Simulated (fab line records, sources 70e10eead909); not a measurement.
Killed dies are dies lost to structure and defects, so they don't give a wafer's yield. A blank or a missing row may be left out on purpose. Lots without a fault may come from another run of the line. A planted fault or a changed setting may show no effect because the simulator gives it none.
A struck lot beside a sound one | flow nand_harc | 13 steps out of a route of 1302
Sound: wafers L927.1, L927.4, L927.6. Struck: wafers L933.1, L933.3, L933.5. The cause comes at the end.
At each step with rows: each side's tool, then ch and its chambers, then its first start. Under that, the readings that differ: sound wafers | struck wafers | difference of the means | sigmas: that difference in standard deviations of wafers without a fault.
alike: readings whose means differ by less than 2 such deviations, and words and numbers that are the same on both sides. not compared: withheld readings, readings that some wafer has no value for, bounds like >300 that may hide the same value, and numbers for which the record gives no deviation and whose values overlap.
The two part at a step that has a row with sigmas, a row that says differs or no value, or rows on one side only. Numbers that don't overlap but have no deviation are shown without sigmas and don't part them. A reading that every wafer of one side lacks parts them only if that side has two wafers or more.

NHARC_A_STAIRCASE_TRIM_14: chemistry O2, time 211.2 s.
  sound on rie_diel-11 ch 0,2,3; struck on rie_diel-02 ch 0,1,2
  alike: drypump_motor_current_A, oes_product_au, rf_vpp_V, showerhead_plenum_p_Torr, throttle_valve_pct
  not compared: rf_hours_counter_h
then, 2 steps without rows for these wafers: NHARC_A_STAIRCASE_ETCH_15 (etches the open film in C4F8/O2, target depth 100 nm, time 40.5 s); NHARC_A_STAIRCASE_TRIM_16 (chemistry O2, time 211.2 s).
NHARC_A_STAIRCASE_ETCH_17: etches the open film in C4F8/O2, target depth 100 nm, time 40.5 s.
  sound on rie_diel-11 ch 0,3; struck on rie_diel-02 ch 1,2
  alike: oes_product_au, rf_fwd_power_W, rf_vpp_V
  not compared: rf_hours_counter_h
then, 1 step without rows for these wafers: NHARC_A_STAIRCASE_TRIM_18 (chemistry O2, time 211.2 s).
NHARC_A_STAIRCASE_ETCH_19: etches the open film in C4F8/O2, target depth 100 nm, time 40.5 s.
  sound on rie_diel-11 ch 0,1,2; struck on rie_diel-02 ch 0,1,3
  reading            | sound             | struck            | difference | sigmas
  rf_fwd_power_W (W) | 595.7 594.2 592.6 | 588.1 586.6 592.9 | -5.0       | -2
  alike: oes_product_au, rf_vpp_V
  not compared: rf_hours_counter_h
NHARC_A_STAIRCASE_TRIM_20: chemistry O2, time 211.2 s.
  sound on rie_diel-11 ch 1,2, day 16 02:48; struck on rie_diel-11 ch 1,3, day 19 11:32
  alike: drypump_motor_current_A, oes_product_au, rf_vpp_V, showerhead_plenum_p_Torr, throttle_valve_pct
  not compared: rf_hours_counter_h
then, 1 step without rows for these wafers: NHARC_A_STAIRCASE_ETCH_21 (etches the open film in C4F8/O2, target depth 100 nm, time 40.5 s).
NHARC_A_STAIRCASE_TRIM_22: chemistry O2, time 211.2 s.
  sound on rie_diel-11 ch 0,1,2; struck on rie_diel-11 ch 0,3
  alike: drypump_motor_current_A, oes_product_au, rf_vpp_V, showerhead_plenum_p_Torr, throttle_valve_pct
  not compared: rf_hours_counter_h
then, 2 steps without rows for these wafers: NHARC_A_STAIRCASE_ETCH_23 (etches the open film in C4F8/O2, target depth 100 nm, time 40.5 s); NHARC_A_STAIRCASE_TRIM_24 (chemistry O2, time 211.2 s).
NHARC_A_STAIRCASE_ETCH_25: etches the open film in C4F8/O2, target depth 100 nm, time 40.5 s.
  sound on rie_diel-11 ch 1,2, day 16 03:28; struck on rie_diel-11 ch 0,2,3, day 19 12:16
  reading               | sound             | struck            | difference | sigmas
  oes_product_au (a.u.) | 0.958 0.959 0.951 | 1.041 1.039 1.059 | +0.090     | +7
  rf_fwd_power_W (W)    | 595.0 591.4 591.6 | 689.2 687.7 688.9 | +95.9      | +46
  alike: rf_vpp_V
  not compared: rf_hours_counter_h
then, 1 step without rows for these wafers: NHARC_A_STAIRCASE_TRIM_26 (chemistry O2, time 211.2 s).

WHERE THEY PART
First at NHARC_A_STAIRCASE_ETCH_19; last, within this record, at NHARC_A_STAIRCASE_ETCH_25.

WHY: what the simulator had put in
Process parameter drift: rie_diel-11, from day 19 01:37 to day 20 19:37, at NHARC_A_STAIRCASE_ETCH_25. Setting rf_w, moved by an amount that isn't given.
